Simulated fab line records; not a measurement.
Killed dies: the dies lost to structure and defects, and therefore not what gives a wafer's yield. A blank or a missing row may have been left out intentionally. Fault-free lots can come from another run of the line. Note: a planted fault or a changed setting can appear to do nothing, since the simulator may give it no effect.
fab line records -- flow n5_finfet
record: lots: 7, wafers: 21
route steps=1938 shown BEOL_M4@1053 BEOL_M5@1112 BEOL_M7@1263
start_h: start of the lot's first displayed wafer, in hours after the record's first day -- wait_h: hours elapsed since this lot's preceding step -- " as in the row above -- L1.1+2: a row that stands for several wafers -- - no value, or no start given -- * or withheld: withheld -- < > ~ a bound
route shown NAME@n: names a module that has steps shown in the file, with the first one's number in the route -- usual: average and standard deviation across the fault-free wafers -- same: alike in all rows -- chamber/n: place in a boat -- sites: per-site readings -- _std_site: the standard deviation of these -- _edge_site: inner sites' mean taken away from outer sites' mean -- radius_mm: for every site, how far away it sits from the centre of the wafer -- mask NAME#n: copy n -- behind: the tool/chamber that last shaped the wafer -- hold: why the lot went on hold/how many hours it stayed there/how the hold came to an end -- device: which transistor (n, p or np) failed to switch -- end of line: tests run on the same wafers once the route is complete -- for a step that has no rows: nothing shown but its recipe -- killed: the dies lost at the first sort to structure and to defects; this is not the yield of the wafer -- map: a wafer's dies, x killed, . not, _ none there
set.NAME: the setting as run; set.NAME@STEP: as run at that earlier step -- model.NAME: the simulator's own value behind a step, which no gauge read
lots run with intentionally changed settings; tables by step, rows by wafer
== steps ==
step: N5_BEOL_M4_EXPOSE_25
recipe: mask_id: V3, na: 0.33, source_shape: quasar, sigma_inner: 0.2, sigma_outer: 0.8, polarization: unpolarized, defocus_nm: 5, dose_mj: 63
lot.wafer,tool,chamber,start_h,wait_h,mask,set.dose_mj
L076.1+5+6,euv_scanner-02,0,171.78,-,V3#0,63
L077.2+6,euv_scanner-02,0,180.57,-,V3#0,58.72
L077.4,euv_scanner-02,0,180.57,-,V3#0,63
L079.2,euv_scanner-02,0,191.22,-,V3#0,60.74
L079.3+4,euv_scanner-02,0,191.22,-,V3#0,63
L085.2+4,euv_scanner-01,0,225.71,-,V3#0,63
L085.3,euv_scanner-01,0,225.71,-,V3#0,65.88
L086.2+4+6,euv_scanner-02,0,238.07,-,V3#0,63
L088.2+6,euv_scanner-02,0,239.03,-,V3#0,58.76
L088.5,euv_scanner-02,0,239.03,-,V3#0,63
L096.1,euv_scanner-01,0,304.29,-,V3#0,59.53
L096.2+4,euv_scanner-01,0,304.29,-,V3#0,63
step: N5_BEOL_M4_PEB_26
recipe: peb_temp_c: 100, peb_time_s: 60, resist: CAR-EUV
step: N5_BEOL_M4_DEVELOP_27
recipe: develop_time_s: 30, developer: TMAH, resist: CAR-EUV, rinse_liquid: surfactant_rinse, dry: air_spin, dev_temp_c: 23
step: N5_BEOL_M4_CD_MEAS_28
recipe: target_cd_nm: 26.2, landing_energy_ev: 500, detector: se_inlens, target_cd_y_nm: 24.1, polarity: opening
usual: cd_nm: 26.25/0.25
lot.wafer,tool,chamber,start_h,wait_h,set.dose_mj@BEOL_M4_EXPOSE_25,cd_nm
L076.1,cd_sem-01,0,171.93,-,63,26.28
L076.5,cd_sem-01,0,171.93,-,63,26.41
L076.6,cd_sem-01,0,171.93,-,63,26.66
L077.2,cd_sem-01,0,180.71,-,58.72,24.53
L077.4,cd_sem-01,0,180.71,-,63,26.36
L077.6,cd_sem-01,0,180.71,-,58.72,24.62
L079.2,cd_sem-02,0,191.35,-,60.74,25.79
L079.3,cd_sem-02,0,191.35,-,63,26.70
L079.4,cd_sem-02,0,191.35,-,63,26.59
L085.2,cd_sem-02,0,225.85,-,63,26.62
L085.3,cd_sem-02,0,225.85,-,65.88,27.12
L085.4,cd_sem-02,0,225.85,-,63,26.40
L086.2,cd_sem-02,0,238.21,-,63,26.22
L086.4,cd_sem-02,0,238.21,-,63,25.96
L086.6,cd_sem-02,0,238.21,-,63,26.15
L088.2,cd_sem-03,0,239.17,-,58.76,25.35
L088.5,cd_sem-03,0,239.17,-,63,26.49
L088.6,cd_sem-03,0,239.17,-,58.76,25.38
L096.1,cd_sem-01,0,304.44,-,59.53,24.98
L096.2,cd_sem-01,0,304.44,-,63,25.83
L096.4,cd_sem-01,0,304.44,-,63,26.03
step: N5_BEOL_M5_ILD_DEP_00
recipe: material: SiCOH_lowk, target_thk_a: 1406.4, temp_c: 300, precursor: DEMS/porogen, pressure_torr: 5, rf_w: 500, time_s: 25.9
lot.wafer,tool,chamber,start_h,wait_h,set.time_s,model.SiCOH_lowk_of_BEOL_M5_ILD_DEP_00.thk_nm
L076.1,pecvd-02,2,179.92,0.8,25.9,138.8
L076.5,pecvd-02,1,179.92,0.8,25.9,139.4
L076.6,pecvd-02,0,179.92,0.8,25.9,140.4
L077.2,pecvd-03,1,190.81,0.7,25.9,138.8
L077.4,pecvd-03,1,190.81,0.7,25.9,139.8
L077.6,pecvd-03,0,190.81,0.7,26.9,145.6
L079.2,pecvd-02,1,202.90,0.7,25.9,136.8
L079.3,pecvd-02,0,202.90,0.7,22.03,119.4
L079.4,pecvd-02,1,202.90,0.7,25.9,139.8
L085.2,pecvd-03,0,247.87,0.7,29.28,155.6
L085.3,pecvd-03,2,247.87,0.7,25.9,137.8
L085.4,pecvd-03,1,247.87,0.7,25.9,139
L086.2,pecvd-04,1,252.00,0.7,25.9,140.8
L086.4,pecvd-04,1,252.00,0.7,25.9,141.6
L086.6,pecvd-04,0,252.00,0.7,25.9,143.2
L088.2,pecvd-03,1,252.56,0.7,25.9,137.2
L088.5,pecvd-03,2,252.56,0.7,25.9,138.6
L088.6,pecvd-03,0,252.56,0.7,27.59,148.2
L096.1,pecvd-04,2,311.67,0.8,25.9,139.2
L096.2,pecvd-04,0,311.67,0.8,28.59,154.4
L096.4,pecvd-04,0,311.67,0.8,25.9,142
step: N5_BEOL_M5_CURE_79
recipe: temp_c: 385, time_s: 240, ambient: He/Ar, material: SiCOH_lowk
lot.wafer,tool,chamber,start_h,wait_h,set.time_s@BEOL_M5_ILD_DEP_00,model.SiCOH_lowk_of_BEOL_M5_ILD_DEP_00.thk_nm
L076.1,uv_cure-02,2,179.98,0.0,25.9,119.4
L076.5,uv_cure-02,2,179.98,0.0,25.9,119.8
L076.6,uv_cure-02,2,179.98,0.0,25.9,120.8
L077.2,uv_cure-01,2,190.95,0.1,25.9,119.4
L077.4,uv_cure-01,2,190.95,0.1,25.9,120.4
L077.6,uv_cure-01,2,190.95,0.1,26.9,125.2
L079.2,uv_cure-03,1,203.06,0.1,25.9,117.6
L079.3,uv_cure-03,1,203.06,0.1,22.03,102.6
L079.4,uv_cure-03,1,203.06,0.1,25.9,120.4
L085.2,uv_cure-01,2,248.01,0.1,29.28,134
L085.3,uv_cure-01,2,248.01,0.1,25.9,118.6
L085.4,uv_cure-01,2,248.01,0.1,25.9,119.6
L086.2,uv_cure-02,2,252.52,0.5,25.9,121.2
L086.4,uv_cure-02,2,252.52,0.5,25.9,121.8
L086.6,uv_cure-02,2,252.52,0.5,25.9,123.2
L088.2,uv_cure-01,1,252.76,0.2,25.9,118
L088.5,uv_cure-01,1,252.76,0.2,25.9,119.2
L088.6,uv_cure-01,1,252.76,0.2,27.59,127.6
L096.1,uv_cure-02,1,311.73,0.0,25.9,119.8
L096.2,uv_cure-02,1,311.73,0.0,28.59,132.8
L096.4,uv_cure-02,1,311.73,0.0,25.9,122
step: N5_BEOL_M5_THK_MEAS_01
recipe: reads: SiCOH_lowk_of_BEOL_M5_ILD_DEP_00
usual: M5_ILD_THK: 120.2/1.7
lot.wafer,tool,chamber,start_h,wait_h,set.time_s@BEOL_M5_ILD_DEP_00,M5_ILD_THK[nm]
L076.1,film_metro-02,-,180.49,0.4,25.9,119.4
L076.5,film_metro-02,-,180.49,0.4,25.9,119.8
L076.6,film_metro-02,-,180.49,0.4,25.9,120.7
L077.2,film_metro-02,-,191.38,0.4,25.9,119.3
L077.4,film_metro-02,-,191.38,0.4,25.9,120.5
L077.6,film_metro-02,-,191.38,0.4,26.9,125.2
L079.2,film_metro-02,-,203.50,0.4,25.9,117.8
L079.3,film_metro-02,-,203.50,0.4,22.03,102.6
L079.4,film_metro-02,-,203.50,0.4,25.9,120.2
L085.2,film_metro-01,-,248.44,0.4,29.28,134.0
L085.3,film_metro-01,-,248.44,0.4,25.9,118.5
L085.4,film_metro-01,-,248.44,0.4,25.9,119.6
L086.2,film_metro-01,-,252.95,0.4,25.9,121.2
L086.4,film_metro-01,-,252.95,0.4,25.9,121.8
L086.6,film_metro-01,-,252.95,0.4,25.9,123.2
L088.2,film_metro-01,-,253.19,0.4,25.9,118.0
L088.5,film_metro-01,-,253.19,0.4,25.9,119.1
L088.6,film_metro-01,-,253.19,0.4,27.59,127.5
L096.1,film_metro-02,-,312.25,0.4,25.9,119.7
L096.2,film_metro-02,-,312.25,0.4,28.59,132.8
L096.4,film_metro-02,-,312.25,0.4,25.9,122.0
step: N5_BEOL_M5_COAT_05
recipe: resist: CAR-EUV, spin_rpm: 1500, resist_thk_nm: 30
lot.wafer,tool,chamber,start_h,wait_h,set.spin_rpm,model.CAR-EUV_of_BEOL_M5_COAT_05.thk_nm
L076.1+5,litho_track-01,0,-,-,1500,30
L076.6,litho_track-01,0,-,-,1427,30.8
L077.2,litho_track-04,0,-,-,1500,29.8
L077.4+6,litho_track-04,0,-,-,1500,30
L079.2,litho_track-01,0,-,-,1500,30
L079.3+4,litho_track-01,0,-,-,1387,31.2
L085.2+3,litho_track-04,0,-,-,1500,29.8
L085.4,litho_track-04,0,-,-,1558,29.4
L086.2+4+6,litho_track-01,0,-,-,1500,30
L088.2+5,litho_track-05,0,-,-,1500,30
L088.6,litho_track-05,0,-,-,1622,28.8
L096.1+4,litho_track-01,0,-,-,1558,29.4
L096.2,litho_track-01,0,-,-,1500,30
step: N5_BEOL_M5_EBR_07
recipe: solvent: PGMEA, ebr_width_mm: 1.5
step: N5_BEOL_M5_SOFTBAKE_06
recipe: temp_c: 110, time_s: 60, resist: CAR-EUV
step: N5_BEOL_M5_EXPOSE_08
recipe: mask_id: M5, na: 0.33, source_shape: annular, sigma_inner: 0.4, sigma_outer: 0.8, polarization: unpolarized, target_cd_nm: 28, dose_mj: 35.75
step: N5_BEOL_M5_PEB_09
recipe: peb_temp_c: 100, peb_time_s: 60, resist: CAR-EUV
step: N5_BEOL_M5_DEVELOP_10
recipe: develop_time_s: 30, developer: TMAH, resist: CAR-EUV, rinse_liquid: surfactant_rinse, dry: air_spin, dev_temp_c: 23
lot.wafer,tool,chamber,start_h,wait_h,set.spin_rpm@BEOL_M5_COAT_05,model.CAR-EUV_of_BEOL_M5_COAT_05.thk_nm
L076.1+5,litho_track-05,0,-,-,1500,29.6
L076.6,litho_track-05,0,-,-,1427,30.4
L077.2+4+6,litho_track-01,0,-,-,1500,29.4
L079.2,litho_track-05,0,-,-,1500,29.6
L079.3,litho_track-05,0,-,-,1387,30.8
L079.4,litho_track-05,0,-,-,1387,30.6
L085.2+3,litho_track-04,0,-,-,1500,29.4
L085.4,litho_track-04,0,-,-,1558,29
L086.2+4+6,litho_track-04,0,-,-,1500,29.6
L088.2,litho_track-05,0,-,-,1500,29.4
L088.5,litho_track-05,0,-,-,1500,29.6
L088.6,litho_track-05,0,-,-,1622,28.4
L096.1+4,litho_track-05,0,-,-,1558,29
L096.2,litho_track-05,0,-,-,1500,29.6
step: N5_BEOL_M5_ETCH_68
recipe: chemistry: N2/H2, target: SOC, target_depth_a: 800, overetch_a: 160, mask_material: SiARC, temp_c: 40, time_s: 120, ion_energy_ev: 200, pressure_mtorr: 30, source_w: 840, bias_w: 150, n2_flow_sccm: 200, h2_flow_sccm: 200
usual: rf_vpp_V: 524.3/2.8
lot.wafer,tool,chamber,start_h,wait_h,set.bias_w,rf_vpp_V,model.SiARC_of_BEOL_M5_COAT_66.thk_nm
L076.1,rie_diel-05,1,182.93,0.0,166.9,557.1,5.6
L076.5,rie_diel-05,0,182.93,0.0,166.9,562.6,5.8
L076.6,rie_diel-05,1,182.93,0.0,150,521.0,6.4
L077.2,rie_diel-01,2,195.46,0.0,173.3,570.5,5.6
L077.4,rie_diel-01,2,195.46,0.0,150,522.2,6.6
L077.6,rie_diel-01,3,195.46,0.0,150,524.3,6.6
L079.2,rie_diel-01,1,209.03,0.0,136,490.8,7.2
L079.3,rie_diel-01,3,209.03,0.0,136,492.9,7.2
L079.4,rie_diel-01,3,209.03,0.0,150,524.7,6.4
L085.2,rie_diel-01,1,253.85,0.0,157.5,536.4,6.2
L085.3,rie_diel-01,3,253.85,0.0,150,524.3,6.6
L085.4,rie_diel-01,3,253.85,0.0,157.5,539.4,6.2
L086.2,rie_diel-05,3,256.80,0.0,150,525.6,6.4
L086.4,rie_diel-05,1,256.80,0.0,150,520.0,6.4
L086.6,rie_diel-05,1,256.80,0.0,150,522.2,6.4
L088.2,rie_diel-01,2,257.19,0.0,150,521.2,6.6
L088.5,rie_diel-01,1,257.19,0.0,150,522.5,6.6
L088.6,rie_diel-01,0,257.19,0.0,150,526.2,6.4
L096.1,rie_diel-05,3,315.50,0.0,173.2,575.3,5.4
L096.2,rie_diel-05,1,315.50,0.0,150,518.9,6.4
L096.4,rie_diel-05,2,315.50,0.0,150,524.5,6.2
step: N5_BEOL_M5_TRENCH_ETCH_37
recipe: chemistry: C4F6/O2, target_depth_a: 716.52, target: SiCOH_lowk, time_s: 24.7, ion_energy_ev: 250, pressure_mtorr: 30, source_w: 345, bias_w: 185, Ar_flow_sccm: 300, C4F6_flow_sccm: 10, O2_flow_sccm: 10
lot.wafer,tool,chamber,start_h,wait_h,set.time_s,model.etch.depth_nm,model.BEOL_M5.feature_depth_nm
L076.1,rie_diel-05,1,-,-,24.7,71.73,71.8
L076.5,rie_diel-05,0,-,-,22.33,63.16,63.2
L076.6,rie_diel-05,1,-,-,24.7,71.58,71.6
L077.2,rie_diel-01,2,-,-,24.7,71.46,71.4
L077.4,rie_diel-01,2,-,-,24.7,71.62,71.6
L077.6,rie_diel-01,3,-,-,30,86.36,86.4
L079.2,rie_diel-01,1,-,-,24.7,71.56,71.6
L079.3,rie_diel-01,3,-,-,29.4,84.33,84.4
L079.4,rie_diel-01,3,-,-,24.7,71.43,71.4
L085.2,rie_diel-01,1,-,-,19.55,57.38,57.4
L085.3,rie_diel-01,3,-,-,19.55,55.99,56
L085.4,rie_diel-01,3,-,-,24.7,70.8,70.8
L086.2,rie_diel-05,3,-,-,24.7,71.37,71.4
L086.4,rie_diel-05,1,-,-,24.7,71.77,71.8
L086.6,rie_diel-05,1,-,-,24.7,71.35,71.4
L088.2,rie_diel-01,2,-,-,24.7,71,71
L088.5,rie_diel-01,1,-,-,24.7,71.32,71.4
L088.6,rie_diel-01,0,-,-,24.7,71.94,72
L096.1,rie_diel-05,3,-,-,24.7,72.03,72
L096.2,rie_diel-05,1,-,-,24.7,70.8,70.8
L096.4,rie_diel-05,2,-,-,24.7,71.79,71.8
step: N5_BEOL_M5_ETCH_41
recipe: chemistry: CH3F/O2, target: SiCN, target_depth_a: 315, taper_deg: 2, time_s: 56.7, ion_energy_ev: 120, mask_material: TiN, pressure_mtorr: 30, source_w: 395, bias_w: 75, Ar_flow_sccm: 150, CH3F_flow_sccm: 30, O2_flow_sccm: 20
step: N5_BEOL_M5_STRIP_91
recipe: chemistry: N2/H2, time_s: 10, power_w: 450, temp_c: 40, pressure_mtorr: 20, rf_frequency_hz: 6e+07, bias_power_w: 7, n2_flow_sccm: 200, h2_flow_sccm: 200
step: N5_BEOL_M5_OCD_MEAS_38
usual: trench_depth_nm: 71.9/1.1
lot.wafer,tool,chamber,start_h,wait_h,set.time_s@BEOL_M5_TRENCH_ETCH_37,trench_depth_nm
L076.1,ocd-01,-,183.27,-,24.7,71.3
L076.5,ocd-01,-,183.27,-,22.33,63.2
L076.6,ocd-01,-,183.27,-,24.7,71.4
L077.2,ocd-01,-,195.80,-,24.7,71.2
L077.4,ocd-01,-,195.80,-,24.7,71.2
L077.6,ocd-01,-,195.80,-,30,86.4
L079.2,ocd-01,-,209.37,-,24.7,71.5
L079.3,ocd-01,-,209.37,-,29.4,84.0
L079.4,ocd-01,-,209.37,-,24.7,71.7
L085.2,ocd-01,-,254.19,-,19.55,57.3
L085.3,ocd-01,-,254.19,-,19.55,55.5
L085.4,ocd-01,-,254.19,-,24.7,71.3
L086.2,ocd-01,-,257.14,-,24.7,71.6
L086.4,ocd-01,-,257.14,-,24.7,71.9
L086.6,ocd-01,-,257.14,-,24.7,71.3
L088.2,ocd-02,-,257.53,-,24.7,71.1
L088.5,ocd-02,-,257.53,-,24.7,71.3
L088.6,ocd-02,-,257.53,-,24.7,72.2
L096.1,ocd-02,-,315.83,-,24.7,72.3
L096.2,ocd-02,-,315.83,-,24.7,70.6
L096.4,ocd-02,-,315.83,-,24.7,71.9
step: N5_BEOL_M5_HM_STRIP_39
recipe: chemistry: peroxide_tin_strip, material: TiN, target_depth_a: 250, temp_c: 50, time_s: 158
step: N5_BEOL_M5_SRD_40
recipe: time_s: 30, temp_c: 23, rinse_liquid: diw, dry: ipa_marangoni
step: N5_BEOL_M5_ECD_50
recipe: material: Cu, target_thk_a: 3000
step: N5_BEOL_M5_ANNEAL_51
recipe: temp_c: 225, time_s: 90, ambient: N2
step: N5_BEOL_M5_CMP_52
recipe: stop_on: SiCOH_lowk, t_overpolish_s: 6.9, down_force_psi: 1, platen_rpm: 50, clearing_platen_down_force_psi: 1.5, clearing_platen_rpm: 50, post_cmp_clean: cu_alkaline, target_thk_nm: 62, clearing_platen_pad_velocity_m_s: 0.99484, pad_velocity_m_s: 0.99484
lot.wafer,tool,chamber,start_h,wait_h,set.time_s@BEOL_M5_TRENCH_ETCH_37,model.Cu_of_BEOL_M5_ECD_50.thk_nm
L076.1,cmp-03,0,189.79,0.6,24.7,60.8
L076.5,cmp-03,1,189.79,0.6,22.33,54.8
L076.6,cmp-03,2,189.79,0.6,24.7,60.2
L077.2,cmp-04,1,202.13,0.2,24.7,62.4
L077.4,cmp-04,3,202.13,0.2,24.7,63.6
L077.6,cmp-04,1,202.13,0.2,30,77.6
L079.2,cmp-03,1,215.64,0.2,24.7,62
L079.3,cmp-03,2,215.64,0.2,29.4,73.6
L079.4,cmp-03,3,215.64,0.2,24.7,61.4
L085.4,cmp-03,3,260.46,0.1,24.7,60
L085.3,cmp-03,0,260.46,0.1,19.55,44.6
L085.2,cmp-03,2,260.46,0.1,19.55,46.2
L088.2+5,cmp-04,"3,1",264.50,0.3,24.7,60
L088.6,cmp-04,2,264.50,0.3,24.7,61.6
L086.4+2,cmp-04,"0,1",267.75,0.2,24.7,61.4
L086.6,cmp-04,0,267.75,0.2,24.7,62.2
L096.1,cmp-03,0,322.40,0.3,24.7,61.2
L096.4,cmp-03,1,322.40,0.3,24.7,62.6
L096.2,cmp-03,2,322.40,0.3,24.7,59.6
step: N5_BEOL_M5_THK_MEAS_53
recipe: thk_meas_gauge: xrf, reads: Cu_of_BEOL_M5_ECD_50
usual: M5_THK: 61.5/1.8
lot.wafer,tool,chamber,start_h,wait_h,set.time_s@BEOL_M5_TRENCH_ETCH_37,M5_THK[nm]
L076.1,film_metro-01,-,189.97,-,24.7,59.8
L076.5,film_metro-01,-,189.97,-,22.33,54.2
L076.6,film_metro-01,-,189.97,-,24.7,59.1
L077.2,film_metro-01,-,202.43,-,24.7,61.0
L077.4,film_metro-01,-,202.43,-,24.7,62.2
L077.6,film_metro-01,-,202.43,-,30,75.9
L079.2,film_metro-02,-,215.90,-,24.7,61.3
L079.3,film_metro-02,-,215.90,-,29.4,72.7
L079.4,film_metro-02,-,215.90,-,24.7,60.9
L085.2,film_metro-02,-,260.76,-,19.55,46.1
L085.3,film_metro-02,-,260.76,-,19.55,44.3
L085.4,film_metro-02,-,260.76,-,24.7,59.8
L088.2,film_metro-01,-,264.72,-,24.7,58.7
L088.5,film_metro-01,-,264.72,-,24.7,59.1
L088.6,film_metro-01,-,264.72,-,24.7,60.5
L086.2,film_metro-02,-,268.01,-,24.7,61.4
L086.4,film_metro-02,-,268.01,-,24.7,61.6
L086.6,film_metro-02,-,268.01,-,24.7,62.2
L096.1,film_metro-01,-,322.70,-,24.7,59.4
L096.2,film_metro-01,-,322.70,-,24.7,57.8
L096.4,film_metro-01,-,322.70,-,24.7,61.0
step: N5_BEOL_M5_PRE_CLEAN_77
recipe: gas: NH3/H2, time_s: 15, temp_c: *, rf_power_w: 300
step: N5_BEOL_M5_CO_CAP_78
recipe: material: Co, target_thk_a: 20, temp_c: 200, precursor: CCTBA/H2, pressure_torr: 30, time_s: 102.1
step: N5_BEOL_M5_PRE_CLEAN_55
recipe: gas: NH3, time_s: 15, temp_c: withheld, rf_power_w: 300
step: N5_BEOL_M5_DEP_56
recipe: material: SiCN, target_thk_a: 80, temp_c: withheld, precursor: 3MS/NH3, pressure_torr: 3, rf_w: 202, time_s: 14
step: N5_BEOL_M5_RS_MEAS_57
recipe: thk_meas_gauge: four-point-probe, reads: Co_of_BEOL_M5_CO_CAP_78+Cu_of_BEOL_M5_ECD_50+Co_of_BEOL_M5_CVD_47+TaN_of_BEOL_M5_ALD_86
usual: M5_RS: 0.386/0.013
lot.wafer,tool,chamber,start_h,wait_h,set.time_s@BEOL_M5_TRENCH_ETCH_37,M5_RS[ohm/sq]
L076.1,film_metro-01,-,190.46,0.0,24.7,0.395
L076.5,film_metro-01,-,190.46,0.0,22.33,0.448
L076.6,film_metro-01,-,190.46,0.0,24.7,0.401
L077.2,film_metro-02,-,202.69,0.1,24.7,0.384
L077.4,film_metro-02,-,202.69,0.1,24.7,0.375
L077.6,film_metro-02,-,202.69,0.1,30,0.296
L079.2,film_metro-02,-,216.16,0.1,24.7,0.387
L079.3,film_metro-02,-,216.16,0.1,29.4,0.315
L079.4,film_metro-02,-,216.16,0.1,24.7,0.392
L085.2,film_metro-02,-,261.02,0.1,19.55,0.558
L085.3,film_metro-02,-,261.02,0.1,19.55,0.584
L085.4,film_metro-02,-,261.02,0.1,24.7,0.404
L088.2,film_metro-02,-,264.98,0.1,24.7,0.403
L088.5,film_metro-02,-,264.98,0.1,24.7,0.403
L088.6,film_metro-02,-,264.98,0.1,24.7,0.389
L086.2,film_metro-01,-,268.27,0.1,24.7,0.390
L086.4,film_metro-01,-,268.27,0.1,24.7,0.391
L086.6,film_metro-01,-,268.27,0.1,24.7,0.386
L096.1,film_metro-01,-,322.96,0.0,24.7,0.393
L096.2,film_metro-01,-,322.96,0.0,24.7,0.407
L096.4,film_metro-01,-,322.96,0.0,24.7,0.382
step: N5_BEOL_M7_ILD_DEP_00
recipe: material: SiCOH_lowk, target_thk_a: 1797.5, temp_c: 300, precursor: DEMS/porogen, pressure_torr: 5, rf_w: 500, time_s: 33.4
lot.wafer,tool,chamber,start_h,wait_h,set.time_s,model.SiCOH_lowk_of_BEOL_M7_ILD_DEP_00.thk_nm
L076.1,pecvd-03,1,198.07,0.0,31.56,168
L076.5,pecvd-03,2,198.07,0.0,33.4,181.2
L076.6,pecvd-03,0,198.07,0.0,31.56,173.8
L077.2,pecvd-02,0,210.52,0.0,30.79,166
L077.4,pecvd-02,0,210.52,0.0,30.79,167.4
L077.6,pecvd-02,1,210.52,0.0,30.79,165.4
L079.2,pecvd-01,2,224.98,0.0,37.35,198
L079.3,pecvd-01,0,224.98,0.0,37.35,198.8
L079.4,pecvd-01,1,224.98,0.0,33.4,181.6
L085.2,pecvd-03,1,272.10,0.0,33.4,183
L085.3,pecvd-03,2,272.10,0.0,33.4,180.2
L085.4,pecvd-03,2,272.10,0.0,38.19,208.2
L088.2,pecvd-02,2,273.39,0.0,28.46,154.2
L088.5,pecvd-02,2,273.39,0.0,33.4,185.2
L088.6,pecvd-02,1,273.39,0.0,28.46,155.6
L086.2,pecvd-01,2,278.31,0.0,33.4,177.4
L086.4,pecvd-01,1,278.31,0.0,33.4,183.8
L086.6,pecvd-01,0,278.31,0.0,33.4,180.6
L096.1,pecvd-03,2,333.63,0.0,33.4,175.4
L096.2,pecvd-03,0,333.63,0.0,37.84,200.6
L096.4,pecvd-03,1,333.63,0.0,33.4,181.8
step: N5_BEOL_M7_CURE_74
recipe: temp_c: 385, time_s: 240, ambient: He/Ar, material: SiCOH_lowk
lot.wafer,tool,chamber,start_h,wait_h,set.time_s@BEOL_M7_ILD_DEP_00,model.SiCOH_lowk_of_BEOL_M7_ILD_DEP_00.thk_nm
L076.1,uv_cure-01,2,198.13,0.0,31.56,144.8
L076.5,uv_cure-01,2,198.13,0.0,33.4,156.2
L076.6,uv_cure-01,2,198.13,0.0,31.56,149.8
L077.2,uv_cure-03,0,210.69,0.1,30.79,143
L077.4,uv_cure-03,0,210.69,0.1,30.79,144.4
L077.6,uv_cure-03,0,210.69,0.1,30.79,142.6
L079.2,uv_cure-03,0,225.18,0.2,37.35,171
L079.3,uv_cure-03,0,225.18,0.2,37.35,171.6
L079.4,uv_cure-03,0,225.18,0.2,33.4,156.6
L085.2,uv_cure-02,1,272.33,0.2,33.4,157.8
L085.3,uv_cure-02,1,272.33,0.2,33.4,155.4
L085.4,uv_cure-02,1,272.33,0.2,38.19,179.8
L088.2,uv_cure-01,0,273.63,0.2,28.46,132.8
L088.5,uv_cure-01,0,273.63,0.2,33.4,159.8
L088.6,uv_cure-01,0,273.63,0.2,28.46,134
L086.2,uv_cure-02,1,278.45,0.1,33.4,153
L086.4,uv_cure-02,1,278.45,0.1,33.4,158.6
L086.6,uv_cure-02,1,278.45,0.1,33.4,155.8
L096.1,uv_cure-02,1,333.70,0.0,33.4,151.2
L096.2,uv_cure-02,1,333.70,0.0,37.84,173.2
L096.4,uv_cure-02,1,333.70,0.0,33.4,156.8
step: N5_BEOL_M7_THK_MEAS_01
recipe: reads: SiCOH_lowk_of_BEOL_M7_ILD_DEP_00
usual: M7_ILD_THK: 155.1/1.9
lot.wafer,tool,chamber,start_h,wait_h,set.time_s@BEOL_M7_ILD_DEP_00,M7_ILD_THK[nm]
L076.1,film_metro-01,-,198.65,0.4,31.56,144.7
L076.5,film_metro-01,-,198.65,0.4,33.4,156.4
L076.6,film_metro-01,-,198.65,0.4,31.56,149.8
L077.2,film_metro-02,-,211.12,0.4,30.79,143.1
L077.4,film_metro-02,-,211.12,0.4,30.79,144.2
L077.6,film_metro-02,-,211.12,0.4,30.79,142.6
L079.2,film_metro-02,-,225.61,0.4,37.35,171.1
L079.3,film_metro-02,-,225.61,0.4,37.35,171.7
L079.4,film_metro-02,-,225.61,0.4,33.4,156.6
L085.2,film_metro-01,-,272.76,0.4,33.4,157.9
L085.3,film_metro-01,-,272.76,0.4,33.4,155.3
L085.4,film_metro-01,-,272.76,0.4,38.19,179.7
L088.2,film_metro-02,-,274.06,0.4,28.46,132.9
L088.5,film_metro-02,-,274.06,0.4,33.4,159.8
L088.6,film_metro-02,-,274.06,0.4,28.46,133.9
L086.2,film_metro-01,-,278.88,0.4,33.4,153.0
L086.4,film_metro-01,-,278.88,0.4,33.4,158.5
L086.6,film_metro-01,-,278.88,0.4,33.4,155.8
L096.1,film_metro-01,-,334.21,0.4,33.4,151.1
L096.2,film_metro-01,-,334.21,0.4,37.84,173.1
L096.4,film_metro-01,-,334.21,0.4,33.4,156.8
== key ==
split: step: N5_BEOL_M4_EXPOSE_25, setting: dose_mj, stated: 63, by: wafer
response: step: N5_BEOL_M4_CD_MEAS_28, reading: cd_nm, change: +0.198, per: 1%, r: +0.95
split: step: N5_BEOL_M5_ILD_DEP_00, setting: time_s, stated: 25.9, by: wafer
response: step: N5_BEOL_M5_ILD_DEP_00, reading: model.SiCOH_lowk_of_BEOL_M5_ILD_DEP_00.thk_nm, change: +1.33, per: 1%, r: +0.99
response: step: N5_BEOL_M5_CURE_79, reading: model.SiCOH_lowk_of_BEOL_M5_ILD_DEP_00.thk_nm, change: +1.15, per: 1%, r: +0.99
response: step: N5_BEOL_M5_THK_MEAS_01, reading: M5_ILD_THK, change: +1.15, per: 1%, r: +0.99
split: step: N5_BEOL_M5_COAT_05, setting: spin_rpm, stated: 1500, by: wafer
response: step: N5_BEOL_M5_COAT_05, reading: model.CAR-EUV_of_BEOL_M5_COAT_05.thk_nm, change: -0.15, per: 1%, r: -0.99
response: step: N5_BEOL_M5_DEVELOP_10, reading: model.CAR-EUV_of_BEOL_M5_COAT_05.thk_nm, change: -0.142, per: 1%, r: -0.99
split: step: N5_BEOL_M5_ETCH_68, setting: bias_w, stated: 150, by: wafer
response: step: N5_BEOL_M5_ETCH_68, reading: rf_vpp_V, change: +3.3, per: 1%, r: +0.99
response: step: N5_BEOL_M5_ETCH_68, reading: model.SiARC_of_BEOL_M5_COAT_66.thk_nm, change: -0.065, per: 1%, r: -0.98
split: step: N5_BEOL_M5_TRENCH_ETCH_37, setting: time_s, stated: 24.7, by: wafer
response: step: N5_BEOL_M5_TRENCH_ETCH_37, reading: model.etch.depth_nm, change: +0.695, per: 1%, r: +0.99
response: step: N5_BEOL_M5_TRENCH_ETCH_37, reading: model.BEOL_M5.feature_depth_nm, change: +0.697, per: 1%, r: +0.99
response: step: N5_BEOL_M5_OCD_MEAS_38, reading: trench_depth_nm, change: +0.705, per: 1%, r: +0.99
response: step: N5_BEOL_M5_CMP_52, reading: model.Cu_of_BEOL_M5_ECD_50.thk_nm, change: +0.666, per: 1%, r: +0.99
response: step: N5_BEOL_M5_THK_MEAS_53, reading: M5_THK, change: +0.654, per: 1%, r: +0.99
response: step: N5_BEOL_M5_RS_MEAS_57, reading: M5_RS, change: -0.00531, per: 1%, r: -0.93
split: step: N5_BEOL_M7_ILD_DEP_00, setting: time_s, stated: 33.4, by: wafer
response: step: N5_BEOL_M7_ILD_DEP_00, reading: model.SiCOH_lowk_of_BEOL_M7_ILD_DEP_00.thk_nm, change: +1.79, per: 1%, r: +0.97
response: step: N5_BEOL_M7_CURE_74, reading: model.SiCOH_lowk_of_BEOL_M7_ILD_DEP_00.thk_nm, change: +1.56, per: 1%, r: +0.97
response: step: N5_BEOL_M7_THK_MEAS_01, reading: M7_ILD_THK, change: +1.56, per: 1%, r: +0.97
